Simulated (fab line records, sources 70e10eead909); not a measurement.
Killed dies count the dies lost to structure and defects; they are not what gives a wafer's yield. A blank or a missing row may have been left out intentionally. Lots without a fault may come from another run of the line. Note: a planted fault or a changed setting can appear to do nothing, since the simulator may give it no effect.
Which tool did it? | flow nand harc | 18 wafers from 6 lots sampled at 4 of the route's 1159 steps

== WHAT THE GAUGES READ, wafer by wafer ==
NHARC_END_SORT_01.
lot  | measured     | on        | killed at periphery
L211 | day 20 05:58 | prober-02 | 2 6 3
L213 | day 20 06:50 | prober-01 | 1 3 3
L216 | day 21 11:05 | prober-01 | 649 633 629
L224 | day 23 12:50 | prober-01 | 2 3 2
L227 | day 23 21:27 | prober-01 | 2 3 2
L231 | day 24 12:58 | prober-02 | 1 1 4

== EACH LOT AND THE TOOL THAT RAN IT (in order: tool; ch and the chambers of the sampled wafers; start) ==
lot  | NHARC_P_ZERO_WELL_DESCUM_13       | NHARC_P_ZERO_WELL_ETCH_62                    | NHARC_P_ZERO_WELL_IMPLANT_27
L211 | rie diel-05 ch 0,1, day 2 01:25   | rie diel-05 ch 0,1, day 2 02:56 or earlier   | implanter-01 ch 0, day 2 02:56
L213 | rie diel-11 ch 2,3, day 2 13:25   | rie diel-11 ch 0,3, day 2 15:01 or earlier   | implanter-01 ch 0, day 2 15:01
L216 | rie diel-10 ch 1,2, day 3 07:24   | rie diel-10 ch 1,2,3, day 3 08:51 or earlier | implanter-02, day 3 08:51
L224 | rie diel-10 ch 0,3, day 5 07:19   | rie diel-10 ch 0,1,3, day 5 08:48 or earlier | implanter-01 ch 0, day 5 08:48
L227 | rie diel-10 ch 0,1,2, day 6 01:17 | rie diel-10 ch 0,2,3, day 6 02:42 or earlier | implanter-01 ch 0, day 6 02:42
L231 | rie diel-05 ch 1,2,3, day 7 01:28 | rie diel-05 ch 0,3, day 7 02:51 or earlier   | implanter-02 ch 0, day 7 02:51
- NHARC_P_ZERO_WELL_DESCUM_13: chemistry O2, time 3 s.
- NHARC_P_ZERO_WELL_ETCH_62: etches the open film in CHF3/Ar, target depth 13 nm, time 6.5 s.
- NHARC_P_ZERO_WELL_IMPLANT_27

== THE ANSWER, worked out from the rows above alone ==
Rule: usual is defined by the lots themselves. Put in order of their means at a reading, lots are off if they are a third of the lots or fewer, leave a main group of 4 or more, and stand apart from it by a gap of 3 or more times the standard deviation of the main group's means; of several such gaps the widest counts. The tables above print the reading to a certain number of digits; a main group whose means all agree to those digits is not used. A lot without any number at a reading at which 4 lots or more have one is off too. Where the step has rows for the other lots, those lots are counted as sound.
Off at NHARC_END_SORT_01 (killed at periphery): L216. Mean 2.5 and standard deviation 0.58 in the main group.
If a tool, at a process step before that reading, ran all the lots that are off and no sound lot after the first of them, it fits. Those tools and the gauges at NHARC_END_SORT_01 are tried in the same way. NHARC_P_ZERO_WELL_ETCH_62 gives no start for some lots, so the hours and the order of its lots are those of NHARC_P_ZERO_WELL_IMPLANT_27. None of those tried fits.

== WHAT THE SIMULATOR HAD PUT IN ==
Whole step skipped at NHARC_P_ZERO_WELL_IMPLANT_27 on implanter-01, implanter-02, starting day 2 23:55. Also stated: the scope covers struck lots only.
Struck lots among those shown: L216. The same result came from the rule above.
